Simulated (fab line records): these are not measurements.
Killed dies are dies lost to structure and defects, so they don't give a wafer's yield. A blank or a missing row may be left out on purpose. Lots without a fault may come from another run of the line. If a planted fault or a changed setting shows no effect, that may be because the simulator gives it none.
Which tool did it? :: flow n5-finfet :: 10 lots, 29 wafers sampled, at 5 steps of a route of 1938

WHAT THE GAUGES READ, wafer by wafer
N5_SD_EPI_P_EPI_MEAS_23.
lot: L243
measured: day 3 12:01
on: film-metro-02
thk-nm (nm): 59.5 58.9 59.5

lot: L244
measured: day 3 16:04
on: film-metro-02
thk-nm (nm): 59.8 60.7 59.1

lot: L245
measured: day 3 23:17
on: film-metro-01
thk-nm (nm): 62.8 60.7

lot: L250
measured: day 5 04:57
on: film-metro-01
thk-nm (nm): 60.9 58.7 59.5

lot: L251
measured: day 5 13:03
on: film-metro-01
thk-nm (nm): 60.6 60.5 58.7

lot: L258
measured: day 7 05:57
on: film-metro-02
thk-nm (nm): 61.4 61.1 61.4

lot: L262
measured: day 8 03:59
on: film-metro-02
thk-nm (nm): 62.0 62.5 61.6

lot: L263
measured: day 8 11:07
on: film-metro-01
thk-nm (nm): 60.6 61.8 60.9

lot: L264
measured: day 8 15:28
on: film-metro-01
thk-nm (nm): 62.0 61.0 62.2

lot: L266
measured: day 9 06:28
on: film-metro-02
thk-nm (nm): 60.7 60.6 61.1

N5_BEOL_M4_RC_MEAS_101.
lot: L243
measured: day 8 17:50
on: prober-01
DIBL_N (mV/V): 37.7 36.6 37.5
DIBL_P (mV/V): 37.9 37.3 37.5
IOFF_N (nA/um): 0.21 0.18 0.19
IOFF_P (nA/um): 0.25 0.23 0.23
ION_N (uA/um): 689 679 683
ION_P (uA/um): 467 465 461
SS_N (mV/dec): 72.5 71.9 72.7
SS_P (mV/dec): 74.7 74.8 73.5
VT_N (mV): 244 248 246
VT_P (mV): -249 -250 -251

lot: L244
measured: day 8 17:21
on: prober-02
DIBL_N (mV/V): 37.6 40.3 36.1
DIBL_P (mV/V): 37.9 40.5 35.1
IOFF_N (nA/um): 0.16 0.23 0.15
IOFF_P (nA/um): 0.23 0.27 0.18
ION_N (uA/um): 671 691 666
ION_P (uA/um): 455 471 453
SS_N (mV/dec): 71.6 71.8 70.9
SS_P (mV/dec): 73.9 75.4 73.0
VT_N (mV): 248 243 251
VT_P (mV): -250 -247 -253

lot: L245
measured: day 9 12:31
on: prober-02
DIBL_N (mV/V): 39.2 39.5
DIBL_P (mV/V): 39.0 38.4
IOFF_N (nA/um): 0.22 0.22
IOFF_P (nA/um): 0.23 0.24
ION_N (uA/um): 689 677
ION_P (uA/um): 462 464
SS_N (mV/dec): 72.0 72.4
SS_P (mV/dec): 74.0 73.7
VT_N (mV): 246 245
VT_P (mV): -252 -252

lot: L250
measured: day 10 22:04
on: prober-02
DIBL_N (mV/V): 34.9 35.3 34.3
DIBL_P (mV/V): 34.9 33.9 33.7
IOFF_N (nA/um): 0.15 0.15 0.14
IOFF_P (nA/um): 0.20 0.19 0.19
ION_N (uA/um): 681 666 667
ION_P (uA/um): 470 458 469
SS_N (mV/dec): 71.3 71.8 71.0
SS_P (mV/dec): 73.2 72.7 72.7
VT_N (mV): 247 249 250
VT_P (mV): -250 -248 -253

lot: L251
measured: day 10 21:35
on: prober-01
DIBL_N (mV/V): 36.3 36.0 35.0
DIBL_P (mV/V): 34.0 33.9 32.9
IOFF_N (nA/um): 0.13 0.13 0.12
IOFF_P (nA/um): 0.17 0.16 0.16
ION_N (uA/um): 664 671 658
ION_P (uA/um): 456 453 458
SS_N (mV/dec): 70.8 70.9 71.3
SS_P (mV/dec): 72.6 73.0 72.2
VT_N (mV): 253 252 256
VT_P (mV): -258 -255 -256

lot: L258
measured: day 13 06:35
on: prober-02
DIBL_N (mV/V): 33.7 38.1 34.3
DIBL_P (mV/V): 34.0 39.5 34.0
IOFF_N (nA/um): 0.11 0.18 0.11
IOFF_P (nA/um): 0.16 0.24 0.15
ION_N (uA/um): 664 683 661
ION_P (uA/um): 456 474 453
SS_N (mV/dec): 71.0 72.7 70.8
SS_P (mV/dec): 72.5 73.6 72.9
VT_N (mV): 255 252 255
VT_P (mV): -252 -250 -255

lot: L262
measured: day 13 10:07
on: prober-01
DIBL_N (mV/V): 36.8 35.3 35.3
DIBL_P (mV/V): 38.1 37.1 37.4
IOFF_N (nA/um): 0.18 0.16 0.17
IOFF_P (nA/um): 0.22 0.19 0.20
ION_N (uA/um): 676 673 689
ION_P (uA/um): 468 456 470
SS_N (mV/dec): 71.6 72.2 72.2
SS_P (mV/dec): 73.6 72.8 72.9
VT_N (mV): 248 251 249
VT_P (mV): -252 -254 -252

lot: L263
measured: day 14 06:35
on: prober-01
DIBL_N (mV/V): 38.7 36.4 35.9
DIBL_P (mV/V): 38.4 35.0 34.8
IOFF_N (nA/um): 0.20 0.16 0.14
IOFF_P (nA/um): 0.27 0.21 0.20
ION_N (uA/um): 687 684 678
ION_P (uA/um): 466 465 468
SS_N (mV/dec): 72.4 71.9 71.1
SS_P (mV/dec): 74.0 73.6 73.4
VT_N (mV): 247 249 252
VT_P (mV): -246 -250 -253

lot: L264
measured: day 13 20:02
on: prober-01
DIBL_N (mV/V): 37.5 36.0 35.6
DIBL_P (mV/V): 38.5 37.6 37.0
IOFF_N (nA/um): 0.20 0.16 0.16
IOFF_P (nA/um): 0.21 0.18 0.19
ION_N (uA/um): 690 665 686
ION_P (uA/um): 465 449 466
SS_N (mV/dec): 73.0 71.5 71.1
SS_P (mV/dec): 74.2 73.1 73.4
VT_N (mV): 247 250 248
VT_P (mV): -251 -254 -256

lot: L266
measured: day 15 11:43
on: prober-01
DIBL_N (mV/V): 36.4 34.1 34.1
DIBL_P (mV/V): 35.3 32.6 32.6
IOFF_N (nA/um): 0.16 0.13 0.13
IOFF_P (nA/um): 0.21 0.17 0.18
ION_N (uA/um): 669 673 676
ION_P (uA/um): 459 464 466
SS_N (mV/dec): 71.8 71.4 71.1
SS_P (mV/dec): 73.7 72.4 73.0
VT_N (mV): 250 253 251
VT_P (mV): -250 -253 -252

WHICH TOOL RAN EACH LOT (tool, then ch and the chambers of the sampled wafers, then the start)
lot: L243
N5_SPACER0_ALD_00: ald-sin-02 ch 0,1,3, day 3 01:57
N5_SD_EPI_N_LINER_46: ald-sin-04 ch 0,1,2, day 3 07:39
N5_SD_EPI_P_ETCH_36: rie-diel-06 ch 0,1,3, day 3 08:29

lot: L244
N5_SPACER0_ALD_00: ald-sin-03 ch 0,1,2, day 3 07:01
N5_SD_EPI_N_LINER_46: ald-sin-04 ch 0,2,3, day 3 11:32
N5_SD_EPI_P_ETCH_36: rie-diel-06 ch 1,2,3, day 3 12:33

lot: L245
N5_SPACER0_ALD_00: ald-sin-04 ch 0,3, day 3 13:59
N5_SD_EPI_N_LINER_46: ald-sin-04 ch 3, day 3 19:07
N5_SD_EPI_P_ETCH_36: rie-diel-05 ch 0,1, day 3 19:46

lot: L250
N5_SPACER0_ALD_00: ald-sin-02 ch 0,3, day 4 18:14
N5_SD_EPI_N_LINER_46: ald-sin-04 ch 0,1, day 4 23:41
N5_SD_EPI_P_ETCH_36: rie-diel-05 ch 1,2,3, day 5 01:26

lot: L251
N5_SPACER0_ALD_00: ald-sin-04 ch 0,2, day 5 03:52
N5_SD_EPI_N_LINER_46: ald-sin-01 ch 1,3, day 5 08:34
N5_SD_EPI_P_ETCH_36: rie-diel-06 ch 2,3, day 5 09:32

lot: L258
N5_SPACER0_ALD_00: ald-sin-03 ch 1,2,3, day 6 19:54
N5_SD_EPI_N_LINER_46: ald-sin-02 ch 1,2,3, day 7 01:38
N5_SD_EPI_P_ETCH_36: rie-diel-06 ch 1,2,3, day 7 02:26

lot: L262
N5_SPACER0_ALD_00: ald-sin-04 ch 0,1, day 7 17:45
N5_SD_EPI_N_LINER_46: ald-sin-01 ch 0,1,2, day 7 22:51
N5_SD_EPI_P_ETCH_36: rie-diel-05 ch 0,3, day 7 23:38

lot: L263
N5_SPACER0_ALD_00: ald-sin-03 ch 1,2,3, day 7 23:45
N5_SD_EPI_N_LINER_46: ald-sin-01 ch 0,1,2, day 8 04:52
N5_SD_EPI_P_ETCH_36: rie-diel-02 ch 0,1,2, day 8 05:38

lot: L264
N5_SPACER0_ALD_00: ald-sin-03 ch 2,3, day 8 05:44
N5_SD_EPI_N_LINER_46: ald-sin-01 ch 0,2,3, day 8 10:21
N5_SD_EPI_P_ETCH_36: rie-diel-06 ch 1,2,3, day 8 11:07

lot: L266
N5_SPACER0_ALD_00: ald-sin-03 ch 1,2,3, day 8 19:13
N5_SD_EPI_N_LINER_46: ald-sin-02 ch 0,1, day 9 01:35
N5_SD_EPI_P_ETCH_36: rie-diel-05 ch 0,3, day 9 02:14
- N5_SPACER0_ALD_00: deposits SiOCN, target thk 3.5 nm, pulse time 3 s, purge time 2 s.
- N5_SD_EPI_N_LINER_46: material SiNx, target thk 3 nm.
- N5_SD_EPI_P_ETCH_36: etches SiARC in CF4, target depth 45.5 nm, time 75.8 s.

AS READ BY THE TOOLS THEMSELVES (means over the sampled wafers that have a number; for cases with no such wafer, the mark the record gives instead)
N5_SPACER0_ALD_00.
lot: L243
tool: ald-sin-02
heater-power-w (W): 783
precursor-pulse-height-rel: 0.990

lot: L244
tool: ald-sin-03
heater-power-w (W): 844
precursor-pulse-height-rel: 1.000

lot: L245
tool: ald-sin-04
heater-power-w (W): 898
precursor-pulse-height-rel: 1.002

lot: L250
tool: ald-sin-02
heater-power-w (W): 824
precursor-pulse-height-rel: 1.002

lot: L251
tool: ald-sin-04
heater-power-w (W): 835
precursor-pulse-height-rel: 1.005

lot: L258
tool: ald-sin-03
heater-power-w (W): 809
precursor-pulse-height-rel: 1.001

lot: L262
tool: ald-sin-04
heater-power-w (W): 863
precursor-pulse-height-rel: 1.008

lot: L263
tool: ald-sin-03
heater-power-w (W): 812
precursor-pulse-height-rel: 1.006

lot: L264
tool: ald-sin-03
heater-power-w (W): 847
precursor-pulse-height-rel: 0.996

lot: L266
tool: ald-sin-03
heater-power-w (W): 805
precursor-pulse-height-rel: 1.004

N5_SD_EPI_N_LINER_46.
lot: L243
tool: ald-sin-04
heater-power-w (W): 839

lot: L244
tool: ald-sin-04
heater-power-w (W): 877

lot: L245
tool: ald-sin-04
heater-power-w (W): 941

lot: L250
tool: ald-sin-04
heater-power-w (W): 858

lot: L251
tool: ald-sin-01
heater-power-w (W): 918

lot: L258
tool: ald-sin-02
heater-power-w (W): 880

lot: L262
tool: ald-sin-01
heater-power-w (W): 856

lot: L263
tool: ald-sin-01
heater-power-w (W): 862

lot: L264
tool: ald-sin-01
heater-power-w (W): 813

lot: L266
tool: ald-sin-02
heater-power-w (W): 799

N5_SD_EPI_P_ETCH_36.
lot: L243
tool: rie-diel-06
cf4-flow-sccm (sccm): 100.0
drypump-motor-current-A (A): 5.8
etch-rf-on-time-s (s): 76.6
oes-product-au (a.u.): 0.64
rf-vpp-V (V): 183.6
showerhead-plenum-p-Torr (Torr): 2.15
throttle-valve-pct (%): 15.70

lot: L244
tool: rie-diel-06
cf4-flow-sccm (sccm): 100.0
drypump-motor-current-A (A): 5.9
etch-rf-on-time-s (s): 76.5
oes-product-au (a.u.): 0.63
rf-vpp-V (V): 183.8
showerhead-plenum-p-Torr (Torr): 2.20
throttle-valve-pct (%): 15.65

lot: L245
tool: rie-diel-05
cf4-flow-sccm (sccm): 100.2
drypump-motor-current-A (A): 5.4
etch-rf-on-time-s (s): 74.2
oes-product-au (a.u.): 0.70
rf-vpp-V (V): 183.6
showerhead-plenum-p-Torr (Torr): 2.16
throttle-valve-pct (%): 15.39

lot: L250
tool: rie-diel-05
cf4-flow-sccm (sccm): 99.9
drypump-motor-current-A (A): 5.6
etch-rf-on-time-s (s): 94.9
oes-product-au (a.u.): 0.62
rf-vpp-V (V): 185.0
showerhead-plenum-p-Torr (Torr): 2.17
throttle-valve-pct (%): 15.56

lot: L251
tool: rie-diel-06
cf4-flow-sccm (sccm): 99.7
drypump-motor-current-A (A): 5.6
etch-rf-on-time-s (s): 76.9
oes-product-au (a.u.): 0.65
rf-vpp-V (V): 184.8
showerhead-plenum-p-Torr (Torr): 2.23
throttle-valve-pct (%): 15.64

lot: L258
tool: rie-diel-06
cf4-flow-sccm (sccm): 100.1
drypump-motor-current-A (A): 5.9
etch-rf-on-time-s (s): 76.1
oes-product-au (a.u.): 0.62
rf-vpp-V (V): 184.8
showerhead-plenum-p-Torr (Torr): 2.19
throttle-valve-pct (%): 15.70

lot: L262
tool: rie-diel-05
cf4-flow-sccm (sccm): 99.8
drypump-motor-current-A (A): 5.1
etch-rf-on-time-s (s): 77.9
oes-product-au (a.u.): 0.63
rf-vpp-V (V): 183.8
showerhead-plenum-p-Torr (Torr): 2.12
throttle-valve-pct (%): 15.75

lot: L263
tool: rie-diel-02
cf4-flow-sccm (sccm): 100.1
drypump-motor-current-A (A): 5.6
etch-rf-on-time-s (s): 75.8
oes-product-au (a.u.): 0.66
rf-vpp-V (V): 183.9
showerhead-plenum-p-Torr (Torr): 2.15
throttle-valve-pct (%): 15.74

lot: L264
tool: rie-diel-06
cf4-flow-sccm (sccm): 100.1
drypump-motor-current-A (A): 5.9
etch-rf-on-time-s (s): 76.8
oes-product-au (a.u.): 0.61
rf-vpp-V (V): 183.9
showerhead-plenum-p-Torr (Torr): 2.18
throttle-valve-pct (%): 15.72

lot: L266
tool: rie-diel-05
cf4-flow-sccm (sccm): 100.5
drypump-motor-current-A (A): 5.2
etch-rf-on-time-s (s): 75.8
oes-product-au (a.u.): 0.67
rf-vpp-V (V): 184.0
showerhead-plenum-p-Torr (Torr): 2.10
throttle-valve-pct (%): 15.55

THE ANSWER, worked out from the rows above alone
Rule: the lots themselves supply what counts as usual. The widest of any qualifying gaps counts: lots, ordered by their means at a reading, are off when they make up no more than a third of the lots, leave a main group of 4 or more, and stand apart from it by 3 or more times the standard deviation of that group's means. A main group whose means are all the same, to the digits that the tables above print for the reading, isn't used. A lot without any number at a reading at which 4 lots or more have one is off too. All remaining lots with rows at the step are treated as sound. Order of review: gauges by route order, followed by the tools' own readings, for which a lot's mean as printed above is used. The first step at which some lot is off is used, and at that step the reading that is off furthest; a lot without a number counts as furthest.
Off, at N5_SD_EPI_P_ETCH_36 on etch-rf-on-time-s: L250. For the main group the mean is 76.3 s and the standard deviation 0.96.
If a tool, at that step or one of the process steps before it, ran each lot that is off and ran no sound lot following the first of them, it fits. Can't be told from this: 2 tools fit, ald-sin-02 at N5_SPACER0_ALD_00, ald-sin-04 at N5_SD_EPI_N_LINER_46.

WHAT THE SIMULATOR HAD INSERTED
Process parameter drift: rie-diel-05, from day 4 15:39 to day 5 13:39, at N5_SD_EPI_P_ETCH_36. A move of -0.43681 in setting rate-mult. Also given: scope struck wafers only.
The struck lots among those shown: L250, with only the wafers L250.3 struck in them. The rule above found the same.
